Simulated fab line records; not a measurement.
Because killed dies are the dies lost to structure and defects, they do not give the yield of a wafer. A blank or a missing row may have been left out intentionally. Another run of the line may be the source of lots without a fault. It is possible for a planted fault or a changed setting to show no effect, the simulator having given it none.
Struck lot and sound lot, side by side | flow n5 finfet | 15 out of 1938 route steps
Sound: these wafers, L821.2, L821.5, L821.6. Struck: wafers L813.2, L813.5, L813.6. The cause is named last.
Each step with rows lists, per side, the tool, then ch with its chambers, then its first start. Under that, the readings that differ: sound wafers | struck wafers | difference of the means | sigmas: that difference in standard deviations of wafers without a fault.
alike: readings whose means differ by less than 2 such deviations, and words and numbers that are the same on both sides. not compared: withheld readings, readings that some wafer has no value for, bounds like >300 that may hide the same value, and numbers for which the record gives no deviation and whose values overlap.
The two part at a step that has a row with sigmas, a row that says differs or no value, or rows on one side only. Numbers that don't overlap but have no deviation are shown without sigmas and don't part them. A reading missing from all wafers of one side parts the sides only when that side holds two or more wafers.

first, 1 step without rows for these wafers: N5_HKMG_FIN_ETCHBACK_68 (etches the open film in Cl2/Ar, stops on HfO2, target depth 0.5 nm).
N5_HKMG_FIN_STRIP_69: strips in N2/H2, time 360 s.
  sound on plasma asher-01 ch 0,1, day 8 06:10; struck on plasma asher-01 ch 0,1, day 6 05:56
  alike: drypump motor current A, heater power w, n2 flow sccm
  not compared: rf hours counter h
N5_HKMG_FIN_ALD_21: deposits TiN, target thk 1.5 nm, pulse time 1 s, purge time 3 s.
  sound on ald metal-01 ch 1,2, day 8 06:32; struck on ald metal-01 ch 1,2, day 6 06:19
  alike: heater power w, precursor pulse height rel
then, 1 step without rows for these wafers: N5_HKMG_FIN_ALD_72 (deposits W, target thk 2 nm, pulse time 1 s, purge time 2 s).
N5_HKMG_FIN_W_FILL_22: material W, target thk 60 nm, time 18.2 s.
  sound on cvd w-02 ch 0,1, day 8 06:58; struck on cvd w-01 ch 0, day 6 06:49
  alike: heater power w, throttle valve pct
then, 3 steps without rows for these wafers: N5_HKMG_FIN_PRECLEAN_83 (cleans in DIW, time 57.5 s); N5_HKMG_FIN_SRD_84 (dry time 32 s); N5_HKMG_FIN_CMP_23 (polishes, stops on SiNx, t overpolish 10 s, target thk 46.326 nm).
N5_HKMG_FIN_CMP_94: polishes, stops on SiNx, t overpolish 4.7 s, target thk 43.299 nm.
  sound on cmp-02 ch 0,2,3, day 8 07:39; struck on cmp-03 ch 0,2,3, day 6 07:31
  alike: motor current A
N5_HKMG_FIN_INSPECT_28: inspects for defects (darkfield).
  sound on defect inspect-02, day 8 07:47; struck on defect inspect-01, day 6 07:40
  alike: raw defect count
then, 1 step without rows for these wafers: N5_GATE_CUT_ETCHBACK_00 (etches W in SF6/Cl2).
N5_GATE_CUT_ETCH_56: etches TiN in Cl2/Ar, target depth 21.6 nm.
  sound on rie metal-03 ch 0,1, day 8 07:56; struck on rie metal-02 ch 0,1, day 6 07:49
  no value came back on the struck wafers for any of 5 readings (bias w (W), chamber pressure mTorr (mTorr) and others); on the sound wafers bias w (W) reads 59.99 59.96 59.88
  not compared: rf hours counter h
N5_GATE_CUT_ETCHBACK_30: etches TiN in Cl2/Ar, target depth 3 nm.
  sound on rie metal-03 ch 0,1, day 8 08:02; struck on rie metal-02 ch 0,1, day 6 07:55
  reading               | sound          | struck         | difference | sigmas
  oes product au (a.u.) | 0.81 0.81 0.81 | 0.61 0.80 0.61 | -0.14      | -2
  alike: bias w, drypump motor current A, throttle valve pct
  not compared: rf hours counter h
N5_BEOL_M4_RC_MEAS_101:
  the record has rows for the sound wafers here (prober-02 ch 0, day 13 01:40) and none for the struck ones
-- the record jumps here: 9 days lie between the struck wafers' starts before and after (it left off in module BEOL_M4 and takes up again in module PASSIVATION, whose first step shown is number 1936 of the route) --
N5_PASSIVATION_PROBE_49:
  sound on prober-02, day 17 08:54; struck on prober-02, day 14 22:32
  reading                  | sound          | struck         | difference | sigmas
  defect limited yield (%) | 91.2 91.4 90.5 | 0 0 0          | -91        | -65
  killed at front end      | 39 44 49       | 1112 1119 1123 | +1074      | +98
  killed dies              | 104 101 112    | 1180 1180 1180 | +1074      | +63
  killed on rim            | 12 6 16        | 152 152 152    | +141       | +34
  sort_bin_5_function (%)  | 5.6 4.4 5.6    | 96.3 96.6 96.8 | +91.4      | +99 or more
  sort n pass              | 1076 1079 1068 | 0 0 0          | -1074      | -63
  sort yield pct (%)       | 91.2 91.4 90.5 | 0 0 0          | -91        | -65
  alike: killed_at_M0_to_M3, killed_at_M4_up, killed at contacts, killed at other, killed open, killed short, sort_bin_4_leakage, sort_bin_6_memory

== WHERE THEY PART ==
First at N5_GATE_CUT_ETCH_56; last, within this record, at N5_PASSIVATION_PROBE_49.

WHY: what had been put in by the simulator
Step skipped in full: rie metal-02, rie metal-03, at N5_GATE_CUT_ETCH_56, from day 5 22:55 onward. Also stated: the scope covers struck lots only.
